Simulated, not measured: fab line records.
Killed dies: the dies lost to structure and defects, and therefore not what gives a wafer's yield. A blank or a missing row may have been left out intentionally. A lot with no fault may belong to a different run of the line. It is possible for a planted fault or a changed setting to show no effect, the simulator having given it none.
fab line records ; flow n5Finfet
record lots=5; wafers=15; lastDay=16
route steps=1938 shown BEOL_M2@889 BEOL_M4@1111 PASSIVATION@1936
lots that met no fault: from a run of the same line without faults
startH: the number of hours between the record's first day and the start of the first shown wafer of the lot ; waitH: time in hours since the lot's previous step ; " the same as in the row above ; L1.1+2: several wafers, shown together as one row ; - no value present, or no start provided ; * or withheld: withheld ; < > ~ a bound
route shown NAME@n: names a module that has steps shown in the file, with the first one's number in the route ; usual: mean/standard deviation of fault-free wafers ; same: alike in all rows ; chamber/n: place in a boat ; sites: readings site by site ; _std_site: how widely they spread, as a standard deviation ; _edge_site: outer sites' mean less inner sites' ; radiusMm: how far each site lies from the wafer's centre ; mask NAME#n: copy n ; behind: the tool/chamber that last shaped the wafer ; hold: the reason the lot was held/the length of the hold in hours/how it ended ; device: whichever transistor did not switch (one of n, p or np) ; end of line: the route-end tests of the same wafers ; where a step has no rows: the recipe by itself ; killed: count of dies lost to structure and defects at first sort (not the wafer's yield) ; map: dies across one wafer; x = killed, . = not, _ = none there
set.NAME: the setting the step ran with; set.NAME@STEP: the setting that earlier step ran with ; model.NAME: the simulator's own value behind a step, which no gauge read
lots at selected steps of the route; one table per step, one row per wafer
services: from which hour (startH, from the record's first day; less than 0 if before it) a tool's chamber was out of use, for how many hours, and why
## steps
# step N5_BEOL_M2_STRIP_36
# recipe chemistry=N2/H2; powerW=450; tempC=40; pressureMtorr=20; rfFrequencyHz=6e+07; overashFraction=0.3; biasPowerW=7; h2Frac=0.5; n2FlowSccm=200; h2FlowSccm=200
# usual drypumpMotorCurrentA=5.7/0.5; oesProductAu=0.83/0.089; rfVppV=59.0/1.6; showerheadPlenumPTorr=2.54/0.091; throttleValvePct=23.7/0.36
# same overashFraction=0.3
lot.wafer;tool;chamber;startH;waitH;drypumpMotorCurrentA;oesProductAu;rfHoursCounterH;rfVppV;showerheadPlenumPTorr;throttleValvePct
L884.2;rieDiel-06;0;149.29;0.0;5.7;0.87;47;57.3;2.69;23.3
L884.4;rieDiel-06;1;149.29;0.0;6.3;0.97;7;59.9;2.48;23.0
L884.6;rieDiel-06;0;149.29;0.0;5.7;0.86;-;59.3;2.69;23.3
L886.2;rieDiel-01;0;152.59;0.0;4.7;0.72;192;59.5;2.53;23.4
L886.4;rieDiel-01;0;152.59;0.0;4.7;0.73;-;59.2;2.53;23.4
L886.6;rieDiel-01;3;152.59;0.0;5.4;0.90;-;59.5;2.46;23.6
L888.1;rieDiel-02;3;172.79;0.0;6.1;1.00;1;59.3;2.48;23.4
L888.3;rieDiel-02;1;172.79;0.0;6.3;0.77;147;58.6;2.44;23.4
L888.6;rieDiel-02;0;172.79;0.0;5.6;0.90;-;58.3;2.70;23.8
L895.3;rieDiel-01;1;210.59;0.0;5.0;0.71;188;60.0;2.44;24.4
L895.4;rieDiel-01;3;210.59;0.0;5.4;0.87;44;57.8;2.45;23.6
L895.6;rieDiel-01;2;210.59;0.0;6.2;0.93;-;57.4;2.59;23.5
L903.4;rieDiel-01;2;261.72;0.0;6.2;0.88;-;60.1;2.58;23.5
L903.5;rieDiel-01;0;261.72;0.0;4.7;0.71;-;62.4;2.51;23.5
L903.6;rieDiel-01;1;261.72;0.0;5.0;0.70;-;57.8;2.43;24.4
# step N5_BEOL_M2_TRENCH_ETCH_37
# recipe chemistry=C4F6/O2; targetDepthA=555.55; target=SiOC; timeS=29.2; ionEnergyEv=250; pressureMtorr=30; sourceW=355; biasW=185; Ar_flow_sccm=300; C4F6_flow_sccm=10; O2_flow_sccm=10
# usual drypumpMotorCurrentA=5.7/0.49; oes_f_703_au=0.83/0.085; oesProductAu=0.83/0.091; rfVppV=660/13; showerheadPlenumPTorr=2.85/0.1; throttleValvePct=20.87/0.23
lot.wafer;tool;chamber;startH;waitH;drypumpMotorCurrentA;oes_f_703_au;oesProductAu;rfHoursCounterH;rfVppV;showerheadPlenumPTorr;throttleValvePct
L884.2;rieDiel-06;0;-;-;5.7;0.88;0.87;48;660;3.03;20.71
L884.4;rieDiel-06;1;-;-;6.3;0.98;0.98;7;667;2.79;20.53
L884.6;rieDiel-06;0;-;-;5.7;0.89;0.89;-;661;3.03;20.73
L886.2;rieDiel-01;0;-;-;4.7;0.72;0.73;192;655;2.80;20.63
L886.4;rieDiel-01;0;-;-;4.7;0.72;0.73;-;657;2.80;20.60
L886.6;rieDiel-01;3;-;-;5.4;0.89;0.92;-;683;2.79;20.68
L888.1;rieDiel-02;3;-;-;6.1;0.99;1.01;1;653;2.80;20.80
L888.3;rieDiel-02;1;-;-;6.4;0.78;0.77;147;646;2.77;20.78
L888.6;rieDiel-02;0;-;-;5.5;0.91;0.90;-;648;3.05;20.92
L895.3;rieDiel-01;1;-;-;5.0;0.73;0.71;188;669;2.73;21.37
L895.4;rieDiel-01;3;-;-;5.3;0.85;0.87;44;683;2.78;20.71
L895.6;rieDiel-01;2;-;-;6.2;0.91;0.92;-;660;2.92;20.77
L903.4;rieDiel-01;2;-;-;6.2;0.86;0.88;-;660;2.91;20.80
L903.5;rieDiel-01;0;-;-;4.7;0.69;0.70;-;655;2.78;20.66
L903.6;rieDiel-01;1;-;-;5.1;0.71;0.70;-;667;2.72;21.39
# step N5_BEOL_M2_ETCH_41
# recipe chemistry=CH3F/O2; target=SiCN; targetDepthA=299; taperDeg=2; timeS=52.5; ionEnergyEv=120; maskMaterial=TiN; pressureMtorr=30; sourceW=395; biasW=75; Ar_flow_sccm=150; CH3F_flow_sccm=30; O2_flow_sccm=20
# usual drypumpMotorCurrentA=5.7/0.5; oesProductAu=0.83/0.091; rfVppV=297.3/1.6; showerheadPlenumPTorr=2.00/0.074; throttleValvePct=16.30/0.23
lot.wafer;tool;chamber;startH;waitH;drypumpMotorCurrentA;oesProductAu;rfHoursCounterH;rfVppV;showerheadPlenumPTorr;throttleValvePct
L884.2;rieDiel-06;0;-;-;5.7;0.89;48;299.7;2.13;16.13
L884.4;rieDiel-06;1;-;-;6.3;0.97;7;296.4;1.96;16.00
L884.6;rieDiel-06;0;-;-;5.7;0.88;-;299.4;2.13;16.13
L886.2;rieDiel-01;0;-;-;4.7;0.73;192;297.4;1.97;16.18
L886.4;rieDiel-01;0;-;-;4.7;0.73;-;297.6;1.97;16.16
L886.6;rieDiel-01;3;-;-;5.4;0.91;-;296.7;1.96;16.08
L888.1;rieDiel-02;3;-;-;6.1;0.99;1;297.9;1.96;16.19
L888.3;rieDiel-02;1;-;-;6.3;0.78;147;295.5;1.94;16.23
L888.6;rieDiel-02;0;-;-;5.6;0.90;-;298.5;2.15;16.25
L895.3;rieDiel-01;1;-;-;5.0;0.71;188;294.6;1.92;16.82
L895.4;rieDiel-01;3;-;-;5.4;0.88;44;294.6;1.95;16.12
L895.6;rieDiel-01;2;-;-;6.2;0.92;-;298.0;2.05;16.15
L903.4;rieDiel-01;2;-;-;6.2;0.87;-;297.7;2.04;16.19
L903.5;rieDiel-01;0;-;-;4.7;0.69;-;298.0;1.95;16.26
L903.6;rieDiel-01;1;-;-;5.0;0.71;-;295.6;1.91;16.84
# step N5_BEOL_M2_STRIP_97
# recipe chemistry=N2/H2; timeS=10; powerW=450; tempC=40; pressureMtorr=20; rfFrequencyHz=6e+07; biasPowerW=7; n2FlowSccm=200; h2FlowSccm=200
# usual drypumpMotorCurrentA=5.7/0.5; oesProductAu=0.83/0.089; rfVppV=59.2/0.83; showerheadPlenumPTorr=2.54/0.091; throttleValvePct=23.6/0.36
lot.wafer;tool;chamber;startH;waitH;drypumpMotorCurrentA;oesProductAu;rfHoursCounterH;rfVppV;showerheadPlenumPTorr;throttleValvePct
L884.2;rieDiel-06;0;-;-;5.7;0.87;48;59.5;2.69;23.3
L884.4;rieDiel-06;1;-;-;6.3;0.97;7;59.2;2.48;23.1
L884.6;rieDiel-06;0;-;-;5.7;0.86;-;59.8;2.69;23.3
L886.2;rieDiel-01;0;-;-;4.7;0.73;193;60.1;2.53;23.4
L886.4;rieDiel-01;0;-;-;4.7;0.74;-;60.5;2.53;23.4
L886.6;rieDiel-01;3;-;-;5.4;0.90;-;60.1;2.46;23.6
L888.1;rieDiel-02;3;-;-;6.1;1.00;1;60.1;2.48;23.4
L888.3;rieDiel-02;1;-;-;6.3;0.78;147;60.2;2.44;23.3
L888.6;rieDiel-02;0;-;-;5.5;0.90;-;60.9;2.70;23.8
L895.3;rieDiel-01;1;-;-;5.0;0.70;188;58.6;2.44;24.4
L895.4;rieDiel-01;3;-;-;5.4;0.87;44;60.2;2.45;23.7
L895.6;rieDiel-01;2;-;-;6.2;0.92;-;57.8;2.59;23.5
L903.4;rieDiel-01;2;-;-;6.2;0.87;-;60.5;2.58;23.5
L903.5;rieDiel-01;0;-;-;4.7;0.70;-;59.1;2.51;23.5
L903.6;rieDiel-01;1;-;-;5.1;0.70;-;59.5;2.43;24.4
# step N5_BEOL_M2_OCD_MEAS_38
# usual trenchDepthNm=56.1/1.3
lot.wafer;tool;chamber;startH;waitH;trenchDepthNm
L884.2;ocd-01;-;149.48;-;58.4
L884.4;ocd-01;-;149.48;-;58.1
L884.6;ocd-01;-;149.48;-;58.7
L886.2;ocd-02;-;152.79;-;54.8
L886.4;ocd-02;-;152.79;-;55.1
L886.6;ocd-02;-;152.79;-;56.3
L888.1;ocd-01;-;172.98;-;57.0
L888.3;ocd-01;-;172.98;-;55.6
L888.6;ocd-01;-;172.98;-;57.1
L895.3;ocd-02;-;210.79;-;54.0
L895.4;ocd-02;-;210.79;-;54.8
L895.6;ocd-02;-;210.79;-;55.3
L903.4;ocd-02;-;261.90;-;54.4
L903.5;ocd-02;-;261.90;-;54.2
L903.6;ocd-02;-;261.90;-;54.9
# step N5_BEOL_M2_HM_STRIP_39
# recipe chemistry=peroxideTinStrip; material=TiN; targetDepthA=250; tempC=50; timeS=158
# step N5_BEOL_M2_SRD_40
# recipe timeS=30; tempC=23; rinseLiquid=diw; dry=ipaMarangoni
# step N5_BEOL_M2_PRECLEAN_42
# recipe chemistry=residueRemover; timeS=60; tempC=40
# step N5_BEOL_M2_SRD_43
# recipe timeS=30; tempC=23; rinseLiquid=diw; dry=ipaMarangoni
# step N5_BEOL_M2_CD_MEAS_35
# recipe targetCdNm=18; targetCdYNm=22.2; polarity=opening
# usual cdNm=18.1/0.34
lot.wafer;tool;chamber;startH;waitH;cdNm
L884.2;cdSem-03;-;149.64;0.0;17.8
L884.4;cdSem-03;-;149.64;0.0;18.0
L884.6;cdSem-03;-;149.64;0.0;18.5
L886.2;cdSem-03;-;152.94;0.0;17.7
L886.4;cdSem-03;-;152.94;0.0;18.4
L886.6;cdSem-03;-;152.94;0.0;17.9
L888.1;cdSem-03;-;173.14;0.0;17.9
L888.3;cdSem-03;-;173.14;0.0;18.4
L888.6;cdSem-03;-;173.14;0.0;18.8
L895.3;cdSem-01;-;210.94;0.0;17.9
L895.4;cdSem-01;-;210.94;0.0;17.7
L895.6;cdSem-01;-;210.94;0.0;18.2
L903.4;cdSem-02;-;262.05;0.0;17.7
L903.5;cdSem-02;-;262.05;0.0;17.8
L903.6;cdSem-02;-;262.05;0.0;17.7
# step N5_BEOL_M2_DEGAS_44
# recipe ambient=vacuum; tempC=250; timeS=60
# step N5_BEOL_M2_PRE_CLEAN_45
# recipe gas=H2/He; timeS=30; tempC=250
# step N5_BEOL_M2_ALD_84
# recipe material=TaN; targetThkA=*; tempC=275; aldPrecursorFamily=PDMAT; aldCoReactant=NH3; pressureTorr=3; carrierFlowSccm=1500; pulseTimeS=2; purgeTimeS=3; coReactantPurgeTimeS=2; coReactantPulseTimeS=3; aldCycles=30; precursorVesselTempC=75; precursorVesselPressureTorr=26.25; precursorVesselCarrierSccm=1000
# usual heaterPowerW=397/29; precursorVesselTempC=74.99/0.12; pulseTimeS=2/0
lot.wafer;tool;chamber;startH;waitH;heaterPowerW;precursorVesselTempC;pulseTimeS
L884.2;aldMetal-03;0;150.00;0.0;447;74.88;2
L884.4;aldMetal-03;1;150.00;0.0;450;74.95;2
L884.6;aldMetal-03;3;150.00;0.0;430;74.98;2
L886.2;aldMetal-02;2;153.15;0.0;386;75.14;2
L886.4;aldMetal-02;3;153.15;0.0;377;75.04;2
L886.6;aldMetal-02;2;153.15;0.0;389;75.10;2
L888.1;aldMetal-02;3;173.86;0.0;379;74.97;2
L888.3;aldMetal-02;2;173.86;0.0;394;75.01;2
L888.6;aldMetal-02;1;173.86;0.0;410;74.97;2
L895.3;aldMetal-02;1;211.18;0.0;408;75.26;2
L895.4;aldMetal-02;0;211.18;0.0;395;75.11;2
L895.6;aldMetal-02;0;211.18;0.0;395;75.11;2.1935
L903.4;aldMetal-01;0;262.50;0.0;401;74.88;2
L903.5;aldMetal-01;2;262.50;0.0;414;75.04;2
L903.6;aldMetal-01;3;262.50;0.0;396;75.02;2
# step N5_BEOL_M2_SURFACE_TREAT_85
# recipe gas=Ar; timeS=*; ionEnergyEv=*; ionCurrentMaCm2=0.5; pressureMtorr=*; arFlowSccm=30
# usual throttleValvePct=*
lot.wafer;tool;chamber;startH;waitH;throttleValvePct
L884.2;pvdSputter-03;-;150.23;0.1;*
L884.4;pvdSputter-03;-;150.23;0.1;*
L884.6;pvdSputter-03;-;150.23;0.1;*
L886.2;pvdSputter-02;-;153.50;0.2;*
L886.4;pvdSputter-02;-;153.50;0.2;*
L886.6;pvdSputter-02;-;153.50;0.2;*
L888.1;pvdSputter-03;-;174.17;0.2;*
L888.3;pvdSputter-03;-;174.17;0.2;*
L888.6;pvdSputter-03;-;174.17;0.2;*
L895.3;pvdSputter-01;-;211.41;0.1;*
L895.4;pvdSputter-01;-;211.41;0.1;*
L895.6;pvdSputter-01;-;211.41;0.1;*
L903.4;pvdSputter-03;-;262.74;0.1;*
L903.5;pvdSputter-03;-;262.74;0.1;*
L903.6;pvdSputter-03;-;262.74;0.1;*
# step N5_BEOL_M4_RC_MEAS_101
# usual DIBL_N=36.8/1.5; DIBL_P=37.1/2.1; IOFF_N=0.168/0.03; IOFF_P=0.22/0.034; ION_N=679/12; ION_P=466/8; SS_N=71.7/0.58; SS_P=73.5/0.67; VT_N=248.8/2.7; VT_P=-250/3.3
lot.wafer;tool;chamber;startH;waitH;DIBL_N[mV/V];DIBL_P[mV/V];IOFF_N[nA/um];IOFF_P[nA/um];ION_N[uA/um];ION_P[uA/um];SS_N[mV/dec];SS_P[mV/dec];VT_N[mV];VT_P[mV]
L886.2;prober-02;0;179.72;0.2;37.0;38.1;0.181;0.24;689;472;72.0;73.5;247.1;-250
L886.4;prober-02;0;179.72;0.2;35.9;37.1;0.148;0.22;671;464;71.5;73.0;252.6;-250
L886.6;prober-02;0;179.72;0.2;38.3;39.8;0.207;0.27;684;472;72.3;73.8;245.8;-246
L884.2;prober-01;0;181.64;0.2;38.3;38.9;0.182;0.25;690;470;71.7;73.5;243.2;-247
L884.4;prober-01;0;181.64;0.2;35.0;34.0;0.110;0.17;651;459;71.0;71.8;250.6;-253
L884.6;prober-01;0;181.64;0.2;36.2;35.3;0.132;0.18;668;463;70.8;72.6;251.6;-251
L888.1;prober-01;0;197.91;0.0;34.8;37.5;0.160;0.23;683;468;71.2;73.8;247.8;-247
L888.3;prober-01;0;197.91;0.0;35.2;37.3;0.163;0.22;679;467;72.0;73.1;249.1;-250
L888.6;prober-01;0;197.91;0.0;34.2;36.1;0.150;0.20;678;463;71.3;73.5;248.1;-250
L895.3;prober-02;0;242.43;0.3;35.3;34.2;0.149;0.21;673;464;71.8;72.7;248.9;-249
L895.4;prober-02;0;242.43;0.3;35.9;35.8;0.159;0.23;668;469;71.9;73.7;250.9;-249
L895.6;prober-02;0;242.43;0.3;36.5;35.2;0.171;0.22;677;461;71.6;73.3;247.4;-247
L903.4;prober-02;0;288.60;0.5;36.9;36.6;0.165;0.21;680;469;71.8;73.4;248.8;-255
L903.5;prober-02;0;288.60;0.5;37.2;37.0;0.182;0.23;697;481;72.4;73.6;250.4;-249
L903.6;prober-02;0;288.60;0.5;40.1;41.3;0.252;0.31;699;473;73.1;74.5;243.5;-246
# step N5_PASSIVATION_PROBE_49
# usual defectLimitedYield=91.0/1.5; killed_at_M0_to_M3=34/11; killed_at_M4_up=14/5.3; killedAtContacts=13/7; killedAtFrontEnd=41/13; killedAtOther=4/3.1; killedDies=106/17; killedOpen=70/12; killedShort=35/8; sort_bin_5_function=5.2/0.98; sort_bin_6_memory=3.4/0.69; sortNPass=1074/17; sortYieldPct=91.0/1.5
# same grossDies=1180; killedAtBackSide=0; sort_bin_4_leakage[%]=0; sort_bin_8_speed[%]=0
lot.wafer;tool;chamber;startH;waitH;defectLimitedYield[%];killed_at_M0_to_M3;killed_at_M4_up;killedAtContacts;killedAtFrontEnd;killedAtOther;killedDies;killedOpen;killedShort;sort_bin_5_function[%];sort_bin_6_memory[%];sortNPass;sortYieldPct[%]
L886.2;prober-01;-;282.31;0.1;90.0;28;10;12;55;13;118;72;40;5.4;4.1;1062;90.0
L886.4;prober-01;-;282.41;0.2;92.1;32;13;6;35;7;93;58;34;4.5;2.9;1087;92.1
L886.6;prober-01;-;282.51;0.3;91.2;17;9;11;60;7;104;63;37;6.5;2.3;1076;91.2
L884.2;prober-01;-;287.08;0.2;85.3;46;20;28;72;8;174;106;66;8.1;5.8;1006;85.3
L884.4;prober-01;-;287.18;0.3;91.3;42;7;13;39;2;103;65;38;5.2;3.3;1077;91.3
L884.6;prober-01;-;287.28;0.4;89.2;43;15;23;42;5;128;86;42;6.9;3.7;1052;89.2
L888.1;prober-01;-;292.73;0.0;90.9;40;16;15;30;6;107;74;32;5.9;2.7;1073;90.9
L888.3;prober-01;-;292.83;0.1;91.9;34;15;6;38;3;96;66;29;4.8;3.2;1084;91.9
L888.6;prober-01;-;292.98;0.3;94.2;34;8;6;20;1;69;47;22;3.2;2.2;1111;94.2
L895.3;prober-02;-;342.01;0.1;91.5;34;11;5;43;7;100;64;36;4.8;3.4;1080;91.5
L895.4;prober-02;-;342.06;0.2;88.8;39;19;5;49;20;132;89;42;5.5;5.3;1048;88.8
L895.6;prober-02;-;342.16;0.3;90.3;31;14;17;47;5;114;76;34;5.3;3.9;1066;90.3
L903.4;prober-01;-;393.46;0.2;92.0;16;8;10;59;1;94;68;23;5.5;1.9;1086;92.0
L903.5;prober-01;-;393.51;0.2;88.0;57;15;6;60;4;142;83;57;6.8;4.8;1038;88.0
L903.6;prober-01;-;393.56;0.3;88.0;42;19;8;65;8;142;94;46;6.4;5.2;1038;88.0
# killed by level:class
L886.2 STI_FIN_REVEAL:geometricParticle:open=17 BEOL_M0_SAQP:geometricParticle:short=8 BEOL_M0_SAQP:geometricParticle:open=8 FIN_SAQP:geometricParticle:short=7 STI_FIN_REVEAL:geometricParticle:short=6 BEOL_M4:geometricParticle:open=6 FIN_SAQP:geometricParticle:open=5 PASS1_CAP:geometricParticle:open=5
L886.4 BEOL_M2:geometricParticle:open=11 BEOL_M4:geometricParticle:open=10 STI_FIN_REVEAL:geometricParticle:open=10 BEOL_M0_SAQP:geometricParticle:open=5 FIN_SAQP:geometricParticle:short=4 DUMMY_GATE:geometricParticle:open=4 MOL_CONTACT_COAG:geometricParticle:open=4 BEOL_M1:geometricParticle:short=4
L886.6 STI_FIN_REVEAL:geometricParticle:open=12 FIN_SAQP:geometricParticle:short=11 MOL_CONTACT_COAG:geometricParticle:open=7 GATE_CUT:geometricParticle:open=7 FIN_SAQP:geometricParticle:open=6 DUMMY_GATE:geometricParticle:open=6 BEOL_M2:geometricParticle:open=6 GATE_CUT:geometricParticle:short=5
L884.2 MOL_CONTACT_COAG:geometricParticle:open=21 FIN_SAQP:geometricParticle:short=16 BEOL_M4:geometricParticle:open=14 BEOL_M0_SAQP:geometricParticle:open=12 STI_FIN_REVEAL:geometricParticle:open=11 GATE_CUT:geometricParticle:short=10 BEOL_M0_SAQP:geometricParticle:short=9 FIN_SAQP:geometricParticle:open=8
L884.4 BEOL_M2:geometricParticle:open=12 MOL_CONTACT_COAG:geometricParticle:open=11 STI_FIN_REVEAL:geometricParticle:open=10 GATE_CUT:geometricParticle:short=7 BEOL_M1:geometricParticle:open=7 FIN_SAQP:geometricParticle:short=6 BEOL_M0_SAQP:geometricParticle:short=5 BEOL_M1:geometricParticle:short=5
L884.6 MOL_CONTACT_COAG:geometricParticle:open=17 STI_FIN_REVEAL:geometricParticle:open=13 FIN_SAQP:geometricParticle:open=10 BEOL_M0_SAQP:geometricParticle:open=9 BEOL_M4:geometricParticle:open=8 BEOL_M0_SAQP:geometricParticle:short=7 BEOL_M1:geometricParticle:open=7 BEOL_M2:geometricParticle:open=7
L888.1 BEOL_M3:geometricParticle:open=13 BEOL_M0_SAQP:geometricParticle:open=11 MOL_CONTACT_COAG:geometricParticle:open=10 FIN_SAQP:geometricParticle:open=7 STI_FIN_REVEAL:geometricParticle:open=7 FIN_SAQP:geometricParticle:short=6 BEOL_M3:geometricParticle:short=6 MOL_CONTACT_COAG:geometricParticle:short=5
L888.3 BEOL_M3:geometricParticle:open=13 BEOL_M3:geometricParticle:short=10 STI_FIN_REVEAL:geometricParticle:open=9 FIN_SAQP:geometricParticle:open=6 GATE_CUT:geometricParticle:open=5 MOL_CONTACT_COAG:geometricParticle:open=5 STARTING-WAFER:geometricParticle:short=5 BEOL_M4:geometricParticle:open=5
L888.6 BEOL_M3:geometricParticle:open=10 MOL_CONTACT_COAG:geometricParticle:open=5 BEOL_M0_SAQP:geometricParticle:open=5 BEOL_M0:geometricParticle:open=5 BEOL_M3:geometricParticle:short=5 BEOL_M4:geometricParticle:open=4 BEOL_M2:geometricParticle:open=3 STARTING-WAFER:geometricParticle:open=3
L895.3 BEOL_M2:geometricParticle:open=9 GATE_CUT:geometricParticle:short=7 DUMMY_GATE:geometricParticle:open=5 BEOL_M3:geometricParticle:open=5 BEOL_M0_SAQP:geometricParticle:open=5 BEOL_M4:geometricParticle:open=5 STI_FIN_REVEAL:geometricParticle:open=4 ILD0:geometricParticle:open=4
L895.4 BEOL_M2:geometricParticle:open=16 FIN_SAQP:geometricParticle:short=11 FIN_SAQP:geometricParticle:open=9 BEOL_M1:geometricParticle:open=7 BEOL_M4:geometricParticle:open=7 DUMMY_GATE:geometricParticle:open=6 BEOL_M0_SAQP:geometricParticle:open=6 MIM_TOP:geometricParticle:open=6
L895.6 FIN_SAQP:geometricParticle:open=12 MOL_CONTACT_COAG:geometricParticle:open=10 FIN_SAQP:geometricParticle:short=9 STI_FIN_REVEAL:geometricParticle:open=7 DUMMY_GATE:geometricParticle:open=7 MOL_CONTACT_COAG:geometricParticle:short=7 BEOL_M1:geometricParticle:open=7 BEOL_M4:geometricParticle:open=6
L903.4 STI_FIN_REVEAL:geometricParticle:open=21 FIN_SAQP:geometricParticle:open=13 FIN_SAQP:geometricParticle:short=10 MOL_CONTACT_COAG:geometricParticle:open=9 STI_FIN_REVEAL:geometricParticle:short=5 BEOL_M0_SAQP:geometricParticle:open=4 DUMMY_GATE:geometricParticle:open=4 BEOL_M0_SAQP:geometricParticle:short=3
L903.5 FIN_SAQP:geometricParticle:short=13 STI_FIN_REVEAL:geometricParticle:open=13 BEOL_M3:geometricParticle:open=13 BEOL_M0_SAQP:geometricParticle:open=12 FIN_SAQP:geometricParticle:open=11 BEOL_M0_SAQP:geometricParticle:short=11 GATE_CUT:geometricParticle:open=7 BEOL_M2:geometricParticle:short=7
L903.6 STI_FIN_REVEAL:geometricParticle:open=19 BEOL_M4:geometricParticle:open=13 BEOL_M0_SAQP:geometricParticle:open=13 FIN_SAQP:geometricParticle:open=11 FIN_SAQP:geometricParticle:short=11 BEOL_M0_SAQP:geometricParticle:short=8 BEOL_M2:geometricParticle:open=8 MOL_CONTACT_COAG:geometricParticle:open=5
## services
tool;chamber;startH;hours;kind
rieDiel-01;3;130.35;4.5;repair
aldMetal-03;2;131.81;1.9;repair
aldMetal-02;1;140.20;31.7;repair
rieDiel-01;2;147.45;-;clean
rieDiel-01;2;147.45;-;consumableReplace:focusRing
rieDiel-01;2;147.45;14.8;scheduledDown
rieDiel-01;2;147.45;14.8;ventCycle
rieDiel-02;3;148.32;-;clean
rieDiel-02;3;148.32;-;consumableReplace:focusRing
rieDiel-01;-;148.96;0.1;repair
pvdSputter-02;-;153.89;1.6;repair
rieDiel-02;1;158.46;5.5;repair
aldMetal-01;0;164.19;25.1;repair
aldMetal-01;-;212.84;6.0;pm
rieDiel-06;-;215.62;15.6;pm
rieDiel-02;2;235.45;2.4;repair
rieDiel-01;3;246.14;18.9;repair
aldMetal-03;1;258.04;8.2;repair
## key
firstSign step=N5_BEOL_M2_ALD_84; reading=pulseTimeS; direction=up; sigmas=99+; usual=*; struck=*
effect none on later readings
metAt N5_BEOL_M2_ALD_84
struckWafers L895.6
onsetBetween 173.86 211.18
fault kind=processParameterDrift; tool=aldMetal-02; chamber=-; onsetH=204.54; steps=N5_BEOL_M2_ALD_84; channel=pulseTimeS; offset=*; shape=step; endH=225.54; scope=struckWafersOnly; actsIn=*; stated=*
